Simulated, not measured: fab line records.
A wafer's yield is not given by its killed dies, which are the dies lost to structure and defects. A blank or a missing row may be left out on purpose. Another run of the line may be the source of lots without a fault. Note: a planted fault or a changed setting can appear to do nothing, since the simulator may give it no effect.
Split-lot trial -- flow n5-finfet -- route with 1938 steps; 7 lots, 39 wafers read

== THE SPLIT ITSELF ==
At N5_BEOL_M0_SAQP_PECVD_97 (deposits SiNx from SiH4/NH3/N2, target thk 23 nm, time 19.9 s), the setting time-s was moved away from the recipe's 19.9 s on 12 of the 39 wafers read, by -53.8% to -24.3%. All remaining wafers had this setting at the recipe value.

The split's own step is where the reading is taken.

== THE READING ==
SiNx_of_BEOL_M0_SAQP_PECVD_97.thk-nm (the simulator's own value, which no gauge read), in nm, at N5_BEOL_M0_SAQP_PECVD_97 (deposits SiNx from SiH4/NH3/N2, target thk 23 nm, time 19.9 s). No usual value for it is given in the file. Across the 27 wafers here that went through the recipe, the average is 22.9 nm and the standard deviation 0.29 nm.

wafer,"tool, chamber at the split","time-s as run, s",against the recipe,"SiNx_of_BEOL_M0_SAQP_PECVD_97.thk-nm, nm",against lot-mates on the recipe
L075.1,"pecvd-04, 2",12.84,-35.5%,14.4,-8.3
L075.2,"pecvd-04, 1",19.9,recipe,22.6,-
L075.3,"pecvd-04, 0,1",19.9,recipe,22.8,-
L075.6,"pecvd-04, 0,1",19.9,recipe,22.8,-
L075.4,"pecvd-04, 2",12.84,-35.5%,14.6,-8.1
L075.5,"pecvd-04, 0",12.84,-35.5%,15,-7.7
L076.1,"pecvd-02, 0",15.07,-24.3%,17.2,-5.9
L076.2,"pecvd-02, 2",19.9,recipe,22.6,-
L076.3,"pecvd-02, 1,0",15.07,-24.3%,17.6,-5.5
L076.5,"pecvd-02, 1,0",15.07,-24.3%,17.6,-5.5
L076.4,"pecvd-02, 1",19.9,recipe,23.4,-
L076.6,"pecvd-02, 2",19.9,recipe,23.2,-
L085.1,"pecvd-02, 0",9.189,-53.8%,10.2,-12.8
L085.2,"pecvd-02, 2",19.9,recipe,22.6,-
L085.3,"pecvd-02, 1",9.189,-53.8%,11,-12.0
L085.4,"pecvd-02, 2",19.9,recipe,23.4,-
L085.5,"pecvd-02, 1",9.189,-53.8%,11.2,-11.8
L085.6,"pecvd-02, 0",19.9,recipe,23,-
L088.1,"pecvd-01, 2,0",19.9,recipe,23,-
L088.2,"pecvd-01, 2,0",19.9,recipe,23,-
L088.3,"pecvd-01, 1",19.9,recipe,23.4,-
L088.5,"pecvd-01, 1",19.9,recipe,23.4,-
L088.4,"pecvd-01, 0,2",19.9,recipe,23.2,-
L088.6,"pecvd-01, 0,2",19.9,recipe,23.2,-
L090.1,"pecvd-01, 0",19.9,recipe,22.8,-
L090.4,"pecvd-01, 1",19.9,recipe,23.2,-
L090.5,"pecvd-01, 0",19.9,recipe,23,-
L091.1,"pecvd-04, 1,2",19.9,recipe,22.6,-
L091.4,"pecvd-04, 1,2",19.9,recipe,22.6,-
L091.2,"pecvd-04, 2",19.9,recipe,22.4,-
L091.3,"pecvd-04, 0,1",11.04,-44.5%,12.2,-10.3
L091.5,"pecvd-04, 0,1",11.04,-44.5%,12.2,-10.3
L091.6,"pecvd-04, 0",11.04,-44.5%,12.4,-10.1
L094.1,"pecvd-04, 1,0,2",19.9,recipe,22.8,-
L094.3,"pecvd-04, 1,0,2",19.9,recipe,22.8,-
L094.4,"pecvd-04, 1,0,2",19.9,recipe,22.8,-
L094.2,"pecvd-04, 2",19.9,recipe,22.6,-
L094.5,"pecvd-04, 1",19.9,recipe,23.2,-
L094.6,"pecvd-04, 0",19.9,recipe,23,-
The file does not say which wafer passed through which chamber wherever a row lists several chambers: such a row stands for several wafers.

THE FIT
A straight line over all 39 wafers: SiNx_of_BEOL_M0_SAQP_PECVD_97.thk-nm changes by +0.231 nm for each +1% of time-s; r = +1.00; the points scatter about the line by 0.33 nm.
The same after taking each lot's own level away (the mean of its wafers on the recipe; 39 wafers): +0.228 nm for each +1%; r = +1.00; scatter 0.24 nm.
Per that fit: largest time-s move, reading shift of 12 nm.
From 22.53 to 23.20 nm: that is the span of the lots' own levels, equal to 2.3 times the standard deviation above.
Hence the lot-to-lot level has little effect on the slope; both slopes agree.
Check: -12.2 nm against its lot-mates is what the line predicts for one of the wafers moved furthest among these (-53.8%) when that wafer is left out of the fit. Against them it came out at -12.8 nm.

== THE OTHER SPLITS THESE WAFERS WENT THROUGH ==
Other splits were also applied to these wafers ahead of the reading. Each is held against what the fit with the lots' levels taken away leaves over:
other split on the same wafers,wafers away from the commonest value,r with SiNx_of_BEOL_M0_SAQP_PECVD_97.thk-nm (lot level and that fit taken away)
N5_FIN_CUT_ETCH_21 time-s,9,-0.08
N5_SD_EPI_N_EPI_21 epi-growth-time-s,9,+0.01
N5_GATE_CUT_ALD_22 ald-cycles,12,+0.01

== THE FILE'S OWN FIT ==
SiNx_of_BEOL_M0_SAQP_PECVD_97.thk-nm changes by +0.228 nm for each +1% of time-s, r = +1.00.
